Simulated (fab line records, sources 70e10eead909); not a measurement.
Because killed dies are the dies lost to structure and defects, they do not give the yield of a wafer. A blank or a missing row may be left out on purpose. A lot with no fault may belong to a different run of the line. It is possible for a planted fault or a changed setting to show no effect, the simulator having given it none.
fab line records	flow nandHarc
record: lots: 7	wafers: 21	lastDay: 34
route steps=1302 shown A_CHANNEL_FILL_D1@496 END@1302
lots that met no fault: taken from a fault-free run of the same line
startH: hours from the record's opening day to when the first of the lot's shown wafers began	waitH: how many hours have passed since the lot's step before this one	" as in the row above	L1.1+2: a single row standing in for several wafers	- no value present, or no start provided	* or withheld: withheld	< > ~ a bound
route shown NAME@n: names a module that has steps shown in the file, with the first one's number in the route	usual: mean/standard deviation of fault-free wafers	same: alike in all rows	chamber/n: place in a boat	sites: the reading at each site	_std_site: standard deviation of those values	_edge_site: inner sites' mean taken away from outer sites' mean	radiusMm: for every site, how far away it sits from the centre of the wafer	mask NAME#n: copy n	behind: the tool/chamber that last shaped the wafer	hold: the reason the lot was held/the length of the hold in hours/how it ended	device: the transistor (n, p or np) that didn't switch	end of line: the route-end tests of the same wafers	for a step that has no rows: nothing shown but its recipe	killed: dies that structure and defects cost at the first sort, which is not the same as the wafer's yield	map: per-die view of a wafer (x killed, . not killed, _ where there is no die)
set.NAME: the setting as run; set.NAME@STEP: as run at that earlier step	model.NAME: the simulator's own value behind a step, which no gauge read
lots seen at some steps along the route; tables by step, rows by wafer
services: a tool's chamber out of use, with start hour (startH, from the record's first day; less than 0 if before it), hours out, and reason
== steps ==
step: NHARC_A_CHANNEL_FILL_D1_ALD_16
recipe: targetThkA: 15	pulseTimeS: 10	aldCycles: 15	tempC: 300	material: SiO2
usual: heaterPowerOuterW: 264/32	heaterPowerW: 468/47	precursorPulseHeightRel: 0.999/0.023
lot.wafer	tool	chamber	startH	waitH	heaterPowerOuterW	heaterPowerW	precursorPulseHeightRel
L612.1	aldHk-04	0	270.95	0.1	271	473	1.008
L612.3	"	1	"	"	306	514	1.002
L612.5	"	3	"	"	271	465	1.019
L614.3	aldHk-03	2	302.30	0.1	234	416	0.991
L614.6	"	0	"	"	269	459	0.977
L614.5	"	1	"	"	248	429	0.983
L617.4	aldHk-01	3	339.09	1.2	251	444	0.952
L617.6	"	0	"	"	273	506	0.993
L617.5	"	1	"	"	330	561	0.996
L619.4	aldHk-01	3	344.36	0.1	244	449	1.001
L619.3	"	1	"	"	330	560	1.019
L619.6	"	3	"	"	253	448	1.020
L618.4	aldHk-01	0	354.49	2.9	272	506	0.971
L618.6	"	2	"	"	275	514	1.021
L618.5	"	3	"	"	247	443	0.969
L625.2	aldHk-03	2	404.55	0.0	235	432	1.030
L625.3	"	1	"	"	235	436	1.025
L625.6	"	2	"	"	238	433	0.979
L626.1	aldHk-01	3	458.23	0.2	251	451	0.993
L626.4	"	1	"	"	332	562	0.989
L626.5	"	0	"	"	275	512	0.962
step: NHARC_A_CHANNEL_FILL_D1_ANNEAL_17
recipe: tempC: 850	timeS: 1800
step: NHARC_A_CHANNEL_FILL_D1_CVD_18
recipe: targetThkA: 30	tempC: 550	material: poly-Si
step: NHARC_A_CHANNEL_FILL_D1_ETCHBACK_19
recipe: targetDepthA: 50	timeS: 1.7	hbrFlowSccm: 150	cl2FlowSccm: 50	rfW: 400	icpW: 400	biasW: 100	chemistry: HBr/Cl2
step: NHARC_A_CHANNEL_FILL_D1_ETCHBACK_20
recipe: targetDepthA: 270	timeS: 13.5	c4f8FlowSccm: withheld	o2FlowSccm: 8	arFlowSccm: withheld	rfW: 600	biasW: 1500	chemistry: C4F8/O2/Ar
usual: biasW: 1500/4.3	chamberPressureMTorr: 25.003/0.023	oesProductAu: 0.98/0.033	rfVppV: 977/5.1
lot.wafer	tool	chamber	startH	waitH	biasW	chamberPressureMTorr	oesProductAu	rfHoursCounterH	rfVppV
L612.3	rieDiel-05	0	283.37	-	1500	25.039	0.99	4	985
L612.1	"	3	"	"	1503	25.053	0.97	4	977
L612.5	"	2	"	"	1500	25.026	0.98	-	974
L614.3	rieDiel-01	0	314.40	-	1507	25.004	0.92	6	980
L614.6	"	3	"	"	1501	24.962	0.93	-	977
L614.5	"	0	"	"	1502	24.988	0.93	-	979
L617.4	rieDiel-13	3	351.41	-	1495	25.007	1.02	0	969
L617.6	"	2	"	"	1510	24.970	0.99	-	978
L617.5	"	3	"	"	1508	25.021	1.01	-	969
L619.4	rieDiel-05	2	356.40	-	1506	24.993	0.92	6	973
L619.3	"	0	"	"	1499	25.013	0.92	7	987
L619.6	"	2	"	"	1502	25.005	0.92	-	974
L618.4	rieDiel-01	3	366.60	-	1499	24.946	0.99	-	978
L618.5	"	0	"	"	1505	25.000	0.98	-	981
L618.6	"	2	"	"	1501	25.015	0.97	-	985
L625.2	rieDiel-05	2	416.55	-	1503	25.010	1.00	0	975
L625.3	"	3	"	"	1499	25.031	0.99	0	977
L625.6	"	1	"	"	1500	25.013	0.99	-	969
L626.4	rieDiel-05	1	469.98	-	1500	25.001	0.94	2	971
L626.1	"	2	"	"	1498	25.001	0.96	3	973
L626.5	"	0	"	"	1494	24.977	0.95	-	985
step: NHARC_A_CHANNEL_FILL_D1_STRIP_28
recipe: timeS: 20	o2FlowSccm: 500	arFlowSccm: 0	biasW: 0	chemistry: O2
usual: drypumpMotorCurrentA: 5.9/0.42	oesProductAu: 0.998/0.0079	rfVppV: 57.7/0.87	showerheadPlenumPTorr: 3.51/0.12	throttleValvePct: 17.037/0.0098
lot.wafer	tool	chamber	startH	waitH	drypumpMotorCurrentA	oesProductAu	rfHoursCounterH	rfVppV	showerheadPlenumPTorr	throttleValvePct
L612.3	rieDiel-05	2	283.48	0.1	6.1	0.992	4	57.4	3.42	17.050
L612.1	"	3	"	"	5.2	0.991	4	57.0	3.50	17.063
L612.5	"	0	"	"	5.7	0.992	-	57.1	3.72	17.028
L614.3	rieDiel-01	0	314.50	0.1	5.7	1.002	6	58.1	3.55	17.035
L614.6	"	0	"	"	5.8	1.002	-	58.7	3.55	17.049
L614.5	"	2	"	"	6.3	0.999	-	58.1	3.68	17.032
L617.4	rieDiel-13	0	351.50	0.1	5.1	1.000	0	58.2	3.38	17.031
L617.6	"	2	"	"	5.0	1.001	-	59.1	3.54	17.031
L617.5	"	3	"	"	6.3	1.000	-	57.5	3.32	17.027
L619.4	rieDiel-05	0	356.50	0.1	5.8	0.995	7	57.6	3.72	17.031
L619.3	"	1	"	"	6.2	0.985	6	57.5	3.35	17.042
L619.6	"	3	"	"	5.2	0.982	-	58.7	3.50	17.027
L618.4	rieDiel-01	0	366.69	0.1	5.8	0.990	-	57.8	3.55	17.040
L618.5	"	2	"	"	6.3	0.999	-	58.6	3.68	17.050
L618.6	"	3	"	"	6.3	0.988	-	59.1	3.51	17.042
L625.2	rieDiel-05	0	416.63	0.1	5.7	0.996	0	57.1	3.72	17.051
L625.3	"	2	"	"	6.1	1.000	0	57.2	3.41	17.037
L625.6	"	1	"	"	6.2	0.989	-	56.9	3.35	17.045
L626.1	rieDiel-05	1	470.05	0.1	6.2	0.991	2	57.3	3.35	17.067
L626.4	"	3	"	"	5.2	0.995	3	57.2	3.50	17.034
L626.5	"	0	"	"	5.7	0.994	-	56.3	3.72	17.024
step: NHARC_A_CHANNEL_FILL_D1_PRECLEAN_21
recipe: timeS: 30	chemistry: dHF
step: NHARC_A_CHANNEL_FILL_D1_SRD_23
step: NHARC_A_CHANNEL_FILL_D1_CVD_05
recipe: targetThkA: 50	tempC: 550	material: poly-Si
step: NHARC_A_CHANNEL_FILL_D1_ANNEAL_22
recipe: tempC: 620	timeS: 7200
step: NHARC_A_CHANNEL_FILL_D1_THK_MEAS_06
recipe: thkMeasGauge: ellipsometry
usual: thkNm: 5.1/0.89
lot.wafer	tool	chamber	startH	waitH	thkNm
L612.1	filmMetro-01	-	295.99	0.4	4.3
L612.3	"	-	"	"	4.9
L612.5	"	-	"	"	4.0
L614.3	filmMetro-01	-	328.95	0.4	5.9
L614.5	"	-	"	"	5.2
L614.6	"	-	"	"	5.2
L617.4	filmMetro-02	-	363.17	0.4	6.0
L617.5	"	-	"	"	4.3
L617.6	"	-	"	"	5.1
L619.3	filmMetro-02	-	368.54	0.4	3.2
L619.4	"	-	"	"	6.6
L619.6	"	-	"	"	5.6
L618.4	filmMetro-01	-	378.43	0.4	4.7
L618.5	"	-	"	"	5.3
L618.6	"	-	"	"	4.1
L625.2	filmMetro-02	-	429.09	0.4	4.4
L625.3	"	-	"	"	5.4
L625.6	"	-	"	"	6.2
L626.1	filmMetro-02	-	481.82	0.4	4.6
L626.4	"	-	"	"	7.1
L626.5	"	-	"	"	6.0
step: NHARC_A_CHANNEL_FILL_D1_ALD_25
recipe: targetThkA: 600	pulseTimeS: 10	aldCycles: 600	tempC: 300	material: SiOx
usual: heaterPowerOuterW: 258/34	heaterPowerW: 454/46	precursorPulseHeightRel: 1.000/0.018
lot.wafer	tool	chamber	startH	waitH	heaterPowerOuterW	heaterPowerW	precursorPulseHeightRel
L612.3	aldHk-04	3	298.23	2.2	268	457	1.047
L612.1	"	1	299.46	3.5	310	495	0.996
L612.5	"	2	"	"	244	438	1.010
L614.3	aldHk-01	0	330.25	1.3	278	504	1.018
L614.5	"	2	331.49	2.5	276	513	0.986
L614.6	"	3	"	"	247	451	0.980
L617.4	aldHk-04	3	365.09	1.9	273	458	0.961
L617.6	"	0	"	"	277	485	1.010
L617.5	"	1	"	"	304	517	1.027
L619.4	aldHk-01	1	369.22	0.7	330	557	1.000
L619.3	"	3	370.47	1.9	248	446	0.990
L619.6	"	0	"	"	274	515	1.009
L618.4	aldHk-03	2	381.00	2.6	231	419	1.020
L618.5	"	3	"	"	195	378	1.010
L618.6	"	0	"	"	275	446	1.000
L625.2	aldHk-03	0	429.75	0.7	291	473	0.999
L625.3	"	2	430.97	1.9	246	437	0.969
L625.6	"	3	"	"	203	371	1.018
L626.1	aldHk-03	0	484.56	2.7	290	473	1.005
L626.4	"	2	485.79	4.0	244	434	0.978
L626.5	"	3	"	"	200	383	0.999
step: NHARC_A_CHANNEL_FILL_D1_ETCHBACK_08
recipe: targetDepthA: 2200	timeS: 110	c4f8FlowSccm: 20	arFlowSccm: withheld	rfW: 600	biasW: 300	chemistry: C4F8
usual: chamberPressureMTorr: 25.001/0.023	oesProductAu: 0.96/0.036	rfVppV: 440.1/2.5
lot.wafer	tool	chamber	startH	waitH	chamberPressureMTorr	oesProductAu	rfHoursCounterH	rfVppV
L612.1	rieDiel-05	0	303.19	-	25.001	0.92	4.6	444.7
L612.3	"	2	"	"	25.000	0.92	4.4	438.9
L612.5	"	1	"	"	24.967	1.00	-	438.4
L614.3	rieDiel-05	2	334.62	-	25.011	0.99	5.4	439.1
L614.5	"	0	"	"	25.009	1.00	-	445.4
L614.6	"	1	"	"	25.033	0.98	-	437.1
L617.4	rieDiel-05	3	368.85	-	-	-	-	-
L617.5	"	0	"	"	-	-	-	-
L617.6	"	1	"	"	-	-	-	-
L619.4	rieDiel-13	1	374.23	-	-	-	-	-
L619.3	"	2	"	"	-	-	-	-
L619.6	"	0	"	"	-	-	-	-
L618.4	rieDiel-13	1	384.70	-	-	-	-	-
L618.5	"	3	"	"	-	-	-	-
L618.6	"	0	"	"	-	-	-	-
L625.2	rieDiel-05	1	434.67	-	25.016	0.92	0.7	437.4
L625.3	"	3	"	"	25.000	0.93	0.9	440.7
L625.6	"	1	"	"	25.031	0.93	-	437.8
L626.4	rieDiel-13	3	489.49	-	25.010	0.92	10.3	437.5
L626.1	"	1	"	"	24.978	0.93	9.8	440.6
L626.5	"	3	"	"	25.008	0.94	-	436.7
step: NHARC_A_CHANNEL_FILL_D1_STRIP_29
recipe: timeS: 20	o2FlowSccm: 500	arFlowSccm: 0	biasW: 0	chemistry: O2
usual: drypumpMotorCurrentA: 5.8/0.46	oesProductAu: 0.998/0.008	rfVppV: 57.6/0.94	showerheadPlenumPTorr: 3.49/0.12	throttleValvePct: 17.036/0.01
lot.wafer	tool	chamber	startH	waitH	drypumpMotorCurrentA	oesProductAu	rfHoursCounterH	rfVppV	showerheadPlenumPTorr	throttleValvePct
L612.3	rieDiel-05	3	-	-	5.2	0.977	4.7	58.4	3.50	17.027
L612.1	"	0	"	"	5.7	0.994	4.6	58.0	3.72	17.032
L612.5	"	0	"	"	5.7	1.003	-	57.0	3.72	17.018
L614.3	rieDiel-05	2	-	-	6.1	0.997	5.4	56.6	3.41	17.046
L614.5	"	1	"	"	6.2	0.997	-	57.0	3.35	17.052
L614.6	"	2	"	"	6.2	0.994	-	57.7	3.42	17.044
L617.4	rieDiel-05	0	368.96	0.1	5.7	0.997	7.0	56.6	3.72	17.049
L617.6	"	2	"	"	6.1	1.002	-	56.4	3.41	17.025
L617.5	"	3	"	"	5.3	0.970	-	58.3	3.50	17.017
L619.4	rieDiel-13	1	374.35	0.1	5.2	1.014	2.5	57.8	3.40	17.018
L619.3	"	3	"	"	6.3	1.007	2.3	56.9	3.32	17.053
L619.6	"	1	"	"	5.2	1.013	-	58.5	3.40	17.031
L618.4	rieDiel-13	3	384.82	0.1	6.4	1.009	2.9	57.5	3.32	17.044
L618.5	"	2	"	"	5.0	1.004	-	57.4	3.54	17.031
L618.6	"	3	"	"	6.3	1.004	-	58.1	3.32	17.034
L625.2	rieDiel-05	3	-	-	5.3	0.991	1.0	58.7	3.50	17.033
L625.3	"	1	"	"	6.2	0.995	0.7	58.9	3.35	17.053
L625.6	"	3	"	"	5.2	0.980	-	57.3	3.50	17.035
L626.1	rieDiel-13	3	-	-	6.3	1.005	10.3	56.0	3.31	17.051
L626.4	"	0	"	"	5.1	1.002	10.6	55.7	3.38	17.048
L626.5	"	3	"	"	6.3	1.011	-	57.3	3.31	17.046
step: NHARC_END_SORT_01
recipe: tempC: 25
usual: killedAtArray: 58/15	killedAtOther: 0.8/1.2	killedAtPeriphery: 3.5/2.5	killedDies: 62/15	killedOpen: 3.2/1.7	killedShort: 2.4/1.5
same: grossDies: 677
lot.wafer	tool	chamber	startH	waitH	killedAtArray	killedAtOther	killedAtPeriphery	killedDies	killedOpen	killedShort
L619.3	prober-01	0	709.57	3.1	671	2	4	677	6	6
L619.4	prober-01	0	710.36	3.4	675	0	2	677	4	2
L619.6	prober-01	0	711.94	4.0	674	1	2	677	2	3
L617.4	prober-02	0	710.46	3.4	670	0	7	677	2	4
L617.5	prober-02	0	711.26	3.7	672	0	5	677	3	6
L617.6	prober-02	0	712.06	4.0	674	0	3	677	2	1
L618.4	prober-01	0	725.88	3.4	676	0	1	677	2	4
L618.5	prober-01	0	726.69	3.7	669	1	7	677	6	3
L618.6	prober-01	0	727.49	4.0	676	1	0	677	2	2
killed by level:class
L619.3 A_CHANNEL_FILL_D1:areaEtchback=611 A_SLIT:chamberFilmFlake=34 A_CHANNEL_HOLE_D1:chamberFilmFlake=5 A_SGD_CUT:chamberFilmFlake=5 A_ONON_D1:geometricParticle:open=2 A_WL_FILL:geometricParticle:short=2 P_GATE:chamberFilmFlake=2 THIN_TSV:chamberFilmFlake=2
L619.4 A_CHANNEL_FILL_D1:areaEtchback=624 A_SLIT:chamberFilmFlake=28 A_CHANNEL_HOLE_D1:chamberFilmFlake=7 A_CHANNEL_FILL_D2:chamberFilmFlake=3 A_STAIRCASE:chamberFilmFlake=3 A_SGD_CUT:chamberFilmFlake=3 A_DECK1_JOINT:geometricParticle:open=2 P_GATE:geometricParticle:short=1
L617.4 A_CHANNEL_FILL_D1:areaEtchback=642 A_CONTACT:chamberFilmFlake=5 A_CHANNEL_HOLE_D1:chamberFilmFlake=4 A_SLIT:chamberFilmFlake=4 P_GATE:chamberFilmFlake=3 A_CHANNEL_FILL_D2:chamberFilmFlake=3 A_DECK1_JOINT:geometricParticle:short=2 A_CHANNEL_FILL_D1:chamberFilmFlake=2
L617.5 A_CHANNEL_FILL_D1:areaEtchback=642 A_CHANNEL_HOLE_D1:chamberFilmFlake=7 A_SLIT:chamberFilmFlake=4 A_CHANNEL_FILL_D2:geometricParticle:short=3 A_CHANNEL_FILL_D1:chamberFilmFlake=3 A_DECK1_JOINT:chamberFilmFlake=3 A_CONTACT:chamberFilmFlake=3 P_GATE:chamberFilmFlake=2
L619.6 A_CHANNEL_FILL_D1:areaEtchback=613 A_SLIT:chamberFilmFlake=30 A_CHANNEL_HOLE_D1:chamberFilmFlake=10 A_SGD_CUT:chamberFilmFlake=9 A_STAIRCASE:chamberFilmFlake=4 A_CONTACT:chamberFilmFlake=2 A_ONON_D1:geometricParticle:open=1 A_ONON_D2:geometricParticle:short=1
L617.6 A_CHANNEL_FILL_D1:areaEtchback=647 A_CHANNEL_HOLE_D1:chamberFilmFlake=9 A_CONTACT:chamberFilmFlake=6 A_SLIT:chamberFilmFlake=4 A_WL_FILL:chamberFilmFlake=3 A_CHANNEL_FILL_D2:geometricParticle:open=2 A_DECK1_JOINT:geometricParticle:short=1 P_STI:chamberFilmFlake=1
L618.4 A_CHANNEL_FILL_D1:areaEtchback=645 A_STAIRCASE:chamberFilmFlake=8 A_CONTACT:chamberFilmFlake=6 A_CHANNEL_HOLE_D1:chamberFilmFlake=4 A_SLIT:chamberFilmFlake=4 A_ONON_D1:geometricParticle:short=3 A_BLC:geometricParticle:open=2 A_BONDPAD:chamberFilmFlake=2
L618.5 A_CHANNEL_FILL_D1:areaEtchback=634 A_CONTACT:chamberFilmFlake=7 A_STAIRCASE:chamberFilmFlake=6 A_SLIT:chamberFilmFlake=6 A_CHANNEL_HOLE_D1:chamberFilmFlake=5 A_BONDPAD:chamberFilmFlake=4 P_GATE:chamberFilmFlake=3 P_GATE:geometricParticle:open=2
L618.6 A_CHANNEL_FILL_D1:areaEtchback=626 A_STAIRCASE:chamberFilmFlake=12 A_CHANNEL_HOLE_D1:chamberFilmFlake=11 A_BONDPAD:chamberFilmFlake=9 A_SLIT:chamberFilmFlake=7 A_CONTACT:chamberFilmFlake=5 A_CHANNEL_HOLE_D1:geometricParticle:open=1 A_SGD_CUT:geometricParticle:short=1
map L617.4 (x killed, . not)
____________x____________
_________xxxxxxx_________
_______xxxxxxxxxxx_______
______xxxxxxxxxxxxx______
_____xxxxxxxxxxxxxxx_____
____xxxxxxxxxxxxxxxxx____
____xxxxxxxxxxxxxxxxx____
___xxxxxxxxxxxxxxxxxxx___
___xxxxxxxxxxxxxxxxxxx___
__xxxxxxxxxxxxxxxxxxxxx__
__xxxxxxxxxxxxxxxxxxxxx__
_xxxxxxxxxxxxxxxxxxxxxxx_
_xxxxxxxxxxxxxxxxxxxxxxx_
_xxxxxxxxxxxxxxxxxxxxxxx_
_xxxxxxxxxxxxxxxxxxxxxxx_
_xxxxxxxxxxxxxxxxxxxxxxx_
xxxxxxxxxxxxxxxxxxxxxxxxx
xxxxxxxxxxxxxxxxxxxxxxxxx
xxxxxxxxxxxxxxxxxxxxxxxxx
xxxxxxxxxxxxxxxxxxxxxxxxx
xxxxxxxxxxxxxxxxxxxxxxxxx
_xxxxxxxxxxxxxxxxxxxxxxx_
_xxxxxxxxxxxxxxxxxxxxxxx_
_xxxxxxxxxxxxxxxxxxxxxxx_
_xxxxxxxxxxxxxxxxxxxxxxx_
_xxxxxxxxxxxxxxxxxxxxxxx_
__xxxxxxxxxxxxxxxxxxxxx__
__xxxxxxxxxxxxxxxxxxxxx__
___xxxxxxxxxxxxxxxxxxx___
___xxxxxxxxxxxxxxxxxxx___
____xxxxxxxxxxxxxxxxx____
____xxxxxxxxxxxxxxxxx____
_____xxxxxxxxxxxxxxx_____
______xxxxxxxxxxxxx______
_______xxxxxxxxxxx_______
_________xxxxxxx_________
____________x____________
map L618.4 (x killed, . not)
____________x____________
_________xxxxxxx_________
_______xxxxxxxxxxx_______
______xxxxxxxxxxxxx______
_____xxxxxxxxxxxxxxx_____
____xxxxxxxxxxxxxxxxx____
____xxxxxxxxxxxxxxxxx____
___xxxxxxxxxxxxxxxxxxx___
___xxxxxxxxxxxxxxxxxxx___
__xxxxxxxxxxxxxxxxxxxxx__
__xxxxxxxxxxxxxxxxxxxxx__
_xxxxxxxxxxxxxxxxxxxxxxx_
_xxxxxxxxxxxxxxxxxxxxxxx_
_xxxxxxxxxxxxxxxxxxxxxxx_
_xxxxxxxxxxxxxxxxxxxxxxx_
_xxxxxxxxxxxxxxxxxxxxxxx_
xxxxxxxxxxxxxxxxxxxxxxxxx
xxxxxxxxxxxxxxxxxxxxxxxxx
xxxxxxxxxxxxxxxxxxxxxxxxx
xxxxxxxxxxxxxxxxxxxxxxxxx
xxxxxxxxxxxxxxxxxxxxxxxxx
_xxxxxxxxxxxxxxxxxxxxxxx_
_xxxxxxxxxxxxxxxxxxxxxxx_
_xxxxxxxxxxxxxxxxxxxxxxx_
_xxxxxxxxxxxxxxxxxxxxxxx_
_xxxxxxxxxxxxxxxxxxxxxxx_
__xxxxxxxxxxxxxxxxxxxxx__
__xxxxxxxxxxxxxxxxxxxxx__
___xxxxxxxxxxxxxxxxxxx___
___xxxxxxxxxxxxxxxxxxx___
____xxxxxxxxxxxxxxxxx____
____xxxxxxxxxxxxxxxxx____
_____xxxxxxxxxxxxxxx_____
______xxxxxxxxxxxxx______
_______xxxxxxxxxxx_______
_________xxxxxxx_________
____________x____________
== services ==
tool	chamber	startH	hours	kind
rieDiel-05	0	263.10	-	clean
rieDiel-05	1	263.10	-	clean
rieDiel-05	2	263.10	-	clean
rieDiel-01	3	273.97	11.6	repair
aldHk-01	-	275.73	1.0	repair
rieDiel-01	0	277.60	4.9	repair
rieDiel-05	-	277.82	2.1	repair
rieDiel-05	1	282.15	7.4	repair
rieDiel-01	1	288.20	93.8	repair
aldHk-04	-	289.56	1.4	repair
rieDiel-01	0	319.61	7.2	repair
rieDiel-01	2	339.49	4.7	repair
rieDiel-13	-	342.00	9.0	pm
rieDiel-13	2	355.78	5.8	repair
rieDiel-01	-	356.90	1.0	repair
rieDiel-01	-	380.82	9.0	pm
aldHk-03	-	391.67	10.0	pm
rieDiel-01	2	393.51	3.3	repair
rieDiel-01	2	397.78	2.8	repair
rieDiel-05	-	406.60	9.0	pm
aldHk-04	-	434.74	10.0	pm
rieDiel-13	0	456.72	2.7	repair
aldHk-04	-	457.18	1.8	repair
aldHk-01	-	474.09	10.0	pm
== key ==
firstSign: step: NHARC_A_CHANNEL_FILL_D1_ETCHBACK_08	reading: toolRecord	direction: missing
effect: step: NHARC_END_SORT_01	reading: killedDies	direction: up	sigmas: 42	usual: 62	struck: 677
moreKillsBornAt: NHARC_A_CHANNEL_FILL_D1_ETCHBACK_08@rieDiel-13: 3753	NHARC_A_CHANNEL_FILL_D1_ETCHBACK_08@rieDiel-05: 1931
metAt NHARC_A_CHANNEL_FILL_D1_ETCHBACK_08
struckWafers L617.4,L617.5,L617.6,L618.4,L618.5,L618.6,L619.3,L619.4,L619.6
laterRowsLeftOut L617.4,L617.5,L617.6,L618.4,L618.5,L618.6,L619.3,L619.4,L619.6
testerLeftOut L617,L618,L619
onsetBetween 334.62 368.85
fault: kind: skippedStepWhole	tool: rieDiel-05,rieDiel-13	chamber: -	onsetH: 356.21	steps: NHARC_A_CHANNEL_FILL_D1_ETCHBACK_08	scope: struckLotsOnly
testerLeftOut: of these lots the tester's yield and bins aren't shown, on N5 and GAA mostly nor the transistor test; their killed dies are dies lost to structure and defects alone, not to doping, threshold or leakage, so they don't give the yield
laterRowsLeftOut: the simulator's readings of these wafers behind a module that went badly wrong aren't trusted and aren't shown, but for the sort
